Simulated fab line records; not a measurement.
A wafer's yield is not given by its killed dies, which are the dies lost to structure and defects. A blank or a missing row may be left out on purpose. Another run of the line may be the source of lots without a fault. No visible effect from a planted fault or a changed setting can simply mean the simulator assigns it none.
Chamber matching	flow nandHarc	cmp-01 running NHARC_THIN_TSV_CMP_21: 3 sister chambers
The step polishes, t overpolish 30 s, target thk 2000 nm. 3 wafers are shown with their chamber, then 7 later ones without.

## EACH WAFER AND ITS CHAMBER
wafer	chamber	motorCurrentA (A)
L134.5	3	13.0
L137.1	2	11.7
L137.4	0	11.6

## WAFERS WITHOUT THEIR CHAMBER
wafer	motorCurrentA (A)
L137.6	14.0
L149.1	11.8
L149.3	11.0
L149.5	13.3
L153.2	11.0
L153.4	11.6
L153.5	14.1

## WHICH CHAMBER EACH WENT THROUGH
wafer	from the rows above	in truth
L137.6	can't be placed: 3 or 2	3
L149.1	can't be placed: 2 or 0 or 3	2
L149.3	can't be placed: 0 or 2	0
L149.5	can't be placed: 3 or 2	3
L153.2	can't be placed: 0 or 2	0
L153.4	can't be placed: 0 or 2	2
L153.5	can't be placed: 3 or 2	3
Correctly placed: 0 of 7. Cannot be placed on the basis of these rows: 7; the candidates contain the true chamber in 7. 0 placed wrongly.
How it was worked out, from the rows above alone: a wafer's distance from a chamber is the root of the sum, over the readings, of the square of ((its reading less the chamber's mean) divided by the reading's scatter). The wafer belongs to the nearest chamber; if the next one is less than 2 further off, it can't be placed. A chamber's mean is the mean of its shown wafers. The scatter: with one shown wafer a chamber, the root of the mean of the squares of how far each hidden wafer lies from its nearest shown one.
